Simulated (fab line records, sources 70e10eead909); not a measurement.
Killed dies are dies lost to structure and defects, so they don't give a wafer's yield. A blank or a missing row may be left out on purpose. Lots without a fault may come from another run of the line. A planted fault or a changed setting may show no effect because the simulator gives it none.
Chamber matching | flow nand_harc | NHARC_A_SGD_CUT_DEP_00 on pecvd-01: 3 sister chambers
The step deposits SiNx, target thk 50 nm. 3 wafers are shown with their chamber, then 8 later ones without.

WAFERS WITH THEIR CHAMBER
wafer  | chamber | heater_power_w (W)
L091.5 | 2       | 644
L091.6 | 1       | 778
L092.1 | 0       | 755

WAFERS WITHOUT THEIR CHAMBER
wafer  | heater_power_w (W)
L092.4 | 753
L092.6 | 754
L093.2 | 622
L093.3 | 667
L093.6 | 625
L097.2 | 691
L097.3 | 694
L097.5 | 692

WHICH CHAMBER EACH WENT THROUGH
wafer  | from the rows above          | in truth
L092.4 | can't be placed: 0 or 1      | 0
L092.6 | can't be placed: 0 or 1      | 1
L093.2 | 2                            | 2
L093.3 | 2                            | 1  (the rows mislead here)
L093.6 | 2                            | 2
L097.2 | can't be placed: 2 or 0 or 1 | 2
L097.3 | can't be placed: 2 or 0 or 1 | 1
L097.5 | can't be placed: 2 or 0 or 1 | 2
Placed correctly: 2 of 8. Can't be placed from these rows: 5 (the true chamber is among the candidates in 5). Placed wrongly: 1.
How it was worked out, from the rows above alone: a wafer's distance from a chamber is the root of the sum, over the readings, of the square of ((its reading less the chamber's mean) divided by the reading's scatter). The wafer belongs to the nearest chamber; if the next one is less than 2 further off, it can't be placed. A chamber's mean is the mean of its shown wafers. The scatter: with one shown wafer a chamber, the root of the mean of the squares of how far each hidden wafer lies from its nearest shown one.
